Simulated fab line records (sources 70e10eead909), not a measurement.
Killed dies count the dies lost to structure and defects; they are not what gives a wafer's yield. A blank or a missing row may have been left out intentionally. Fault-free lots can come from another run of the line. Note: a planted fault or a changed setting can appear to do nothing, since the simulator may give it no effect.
The tool behind it: which one? ; flow nand harc ; 13 lots with 39 wafers sampled at 6 steps, on a route of 1159 steps

WHAT THE GAUGES SHOWED, per wafer
NHARC_P_GATE_INSPECT_68. Usual: 184 for raw defect count, sd 66.
lot;measured;on;raw defect count;flag
L862;day 5 13:32;defect inspect-01;172 186 200;
L863;day 6 01:38;defect inspect-02;176 220 124;
L865;day 6 11:58;defect inspect-02;117 196 205;
L866;day 6 13:55;defect inspect-02;744 775 815;OFF
L868;day 7 07:05;defect inspect-02;661 810 733;OFF
L873;day 8 16:59;defect inspect-01;123 218 206;
L875;day 8 18:42;defect inspect-01;130 132 125;
L874;day 8 23:26;defect inspect-02;158 293 270;
L879;day 9 20:13;defect inspect-01;170 125 187;
L878;day 9 20:46;defect inspect-01;190 171 401;
L880;day 10 00:56;defect inspect-01;297 153 271;
L881;day 10 11:23;defect inspect-02;138 114 118;
L884;day 11 00:16;defect inspect-02;127 111 122;

NHARC_P_CONTACT_CD_MEAS_12: target cd 90 nm. Usual: 90.1 nm for cd nm, sd 0.54.
lot;measured;on;cd nm (nm);flag
L862;day 5 15:02;cd sem-01;91.1 91.3 91.1;
L863;day 6 03:29;cd sem-02;91.0 90.8 90.1;
L865;day 6 13:34;cd sem-02;90.5 89.8 90.3;
L866;day 6 15:32;cd sem-01;89.3 89.9 89.8;
L868;day 7 08:42;cd sem-03;89.8 89.8 90.4;
L873;day 8 18:37;cd sem-02;90.3 89.6 89.4;
L875;day 8 20:52;cd sem-02;90.5 90.8 90.6;
L874;day 9 01:02;cd sem-03;89.5 89.1 89.3;
L879;day 9 21:43;cd sem-02;90.4 89.2 90.6;
L878;day 9 22:16;cd sem-02;90.2 90.0 90.3;
L880;day 10 02:27;cd sem-02;89.7 90.1 90.0;
L881;day 10 13:00;cd sem-03;90.0 90.1 89.6;
L884;day 11 01:54;cd sem-01;90.4 90.3 90.8;

NHARC_END_SORT_01. Usual: killed at array 27, standard deviation 10; killed at other 0.6, standard deviation 1; killed at periphery 3.4, standard deviation 2.7; killed dies 31, standard deviation 9.7; killed open 3.4, standard deviation 1.7; killed short 2.2, standard deviation 1.5.
lot;measured;on;killed at array;killed at other;killed at periphery;killed dies;killed open;killed short;flag
L866;day 20 10:55;prober-02;18 17 31;0 0 0;82 82 88;100 99 119;4 2 3;3 0 2;OFF
L868;day 20 17:53;prober-02;8 16 17;1 0 0;88 82 86;97 98 103;3 2 8;0 5 5;OFF

WHICH TOOL RAN EACH LOT (tool, then ch and the chambers of the sampled wafers, then the start)
lot;NHARC_P_GATE_PRE_CLEAN_110;NHARC_P_CONTACT_DEP_00;NHARC_P_CONTACT_ETCH_36
L862;pvd sputter-02, day 5 12:38;pecvd-03 ch 0,1, day 5 15:02 or earlier;rie diel-04 ch 0,2,3, no start
L863;pvd sputter-01, day 6 00:44;pecvd-04 ch 0,1, day 6 03:29 or earlier;rie diel-04 ch 2,3, no start
L865;pvd sputter-02, day 6 10:57;pecvd-03 ch 0,1,2, day 6 13:34 or earlier;rie diel-04 ch 1,3, no start
L866;pvd sputter-02, day 6 12:59;pecvd-04 ch 1,2, day 6 15:32 or earlier;rie diel-04 ch 1,2,3, day 20 10:55 or earlier
L868;pvd sputter-02, day 7 06:10;pecvd-02 ch 0,1,2, day 7 08:42 or earlier;rie diel-04 ch 0,1,3, day 20 17:53 or earlier
L873;pvd sputter-01, day 8 16:05;pecvd-03 ch 0,2, day 8 18:37 or earlier;rie diel-04 ch 0,3, no start
L875;pvd sputter-01, day 8 17:48;pecvd-04 ch 0,1,2, day 8 20:52 or earlier;rie diel-13 ch 1,3, no start
L874;pvd sputter-03, day 8 22:32;pecvd-04 ch 0,1,2, day 9 01:02 or earlier;rie diel-13 ch 0,2,3, no start
L879;pvd sputter-02, day 9 19:01;pecvd-04 ch 0,1,2, day 9 21:43 or earlier;rie diel-13 ch 1,2, no start
L878;pvd sputter-02, day 9 19:50;pecvd-04 ch 0,2, day 9 22:16 or earlier;rie diel-04 ch 0,1,3, no start
L880;pvd sputter-03, day 9 23:53;pecvd-04 ch 0,2, day 10 02:27 or earlier;rie diel-09 ch 0,2,3, no start
L881;pvd sputter-03, day 10 10:28;pecvd-04 ch 0,1,2, day 10 13:00 or earlier;rie diel-13 ch 2,3, no start
L884;pvd sputter-02, day 10 23:22;pecvd-03 ch 0,2, day 11 01:54 or earlier;rie diel-04 ch 1,2,3, no start
- NHARC_P_GATE_PRE_CLEAN_110: time 30 s.
- NHARC_P_CONTACT_DEP_00: deposits SiO2, target thk 500 nm.
- NHARC_P_CONTACT_ETCH_36: etches the open film in N2/H2, target depth 260 nm, time 406.25 s.

AS READ BY THE TOOLS THEMSELVES (means over the sampled wafers that have a number; for cases with no such wafer, the mark the record gives instead)
NHARC_P_CONTACT_DEP_00. Usual: chamber pressure Torr 6.502 Torr, standard deviation 0.012; heater power w 522 W, standard deviation 77; throttle valve pct 16.1 %, standard deviation 0.52.
lot;tool;chamber pressure Torr (Torr);heater power w (W);throttle valve pct (%);flag
L862;pecvd-03;6.497;644;16.1;
L863;pecvd-04;6.498;521;16.0;
L865;pecvd-03;6.498;497;15.6;
L866;pecvd-04;6.517;514;15.7;
L868;pecvd-02;6.491;549;16.5;
L873;pecvd-03;6.501;467;15.3;
L875;pecvd-04;6.509;525;16.2;
L874;pecvd-04;6.493;557;16.1;
L879;pecvd-04;6.500;464;15.8;
L878;pecvd-04;6.499;514;16.1;
L880;pecvd-04;6.505;494;15.9;
L881;pecvd-04;6.495;538;15.9;
L884;pecvd-03;6.507;459;15.4;

NHARC_P_CONTACT_ETCH_36. Usual: drypump motor current A 5.6 A, standard deviation 0.41; oes product au 0.999 a.u., standard deviation 0.0068; rf vpp V 430.3 V, standard deviation 2.6; showerhead plenum p Torr 2.03 Torr, standard deviation 0.079; throttle valve pct 14.171 %, standard deviation 0.0096.
lot;tool;drypump motor current A (A);oes product au (a.u.);rf vpp V (V);showerhead plenum p Torr (Torr);throttle valve pct (%);flag
L862;rie diel-04;5.8;1.003;429.1;2.02;14.172;
L863;rie diel-04;6.0;1.003;430.8;2.04;14.166;
L865;rie diel-04;5.7;0.997;428.4;1.95;14.177;
L866;rie diel-04;5.7;0.992;430.2;2.02;14.170;
L868;rie diel-04;5.5;1.001;428.5;2.00;14.174;
L873;rie diel-04;5.8;1.008;426.9;1.94;14.170;
L875;rie diel-13;5.9;1.007;431.0;2.08;14.166;
L874;rie diel-13;5.6;1.004;430.3;2.04;14.171;
L879;rie diel-13;5.6;0.989;431.1;2.03;14.167;
L878;rie diel-04;5.5;0.997;428.6;2.00;14.178;
L880;rie diel-09;5.2;1.001;429.1;1.99;14.182;
L881;rie diel-13;5.5;1.003;429.9;1.99;14.170;
L884;rie diel-04;5.7;0.997;430.0;2.02;14.170;

THE ANSWER, worked out from the rows above alone
Rule: lot off if the mean of its wafers having a number is beyond 3 standard deviations from the usual mean. A lot without any number at a reading at which 4 lots or more have one is off too. The other lots that the step has rows for count as sound. Order of review: gauges by route order, followed by the tools' own readings, for which a lot's mean as printed above is used. The first step at which some lot is off is used, and at that step the reading that is off furthest; a lot without a number counts as furthest.
Off at NHARC_P_GATE_INSPECT_68 (raw defect count): L866, L868.
A tool fits if, at a process step before that reading, it ran every lot that is off, and no sound lot after the first of them. The gauges at NHARC_P_GATE_INSPECT_68 aren't tried: what is off there is off at NHARC_END_SORT_01 too, on other tools, and a gauge's error can't cause that. Of those tried, none fits.

WHAT THE SIMULATOR PUT IN
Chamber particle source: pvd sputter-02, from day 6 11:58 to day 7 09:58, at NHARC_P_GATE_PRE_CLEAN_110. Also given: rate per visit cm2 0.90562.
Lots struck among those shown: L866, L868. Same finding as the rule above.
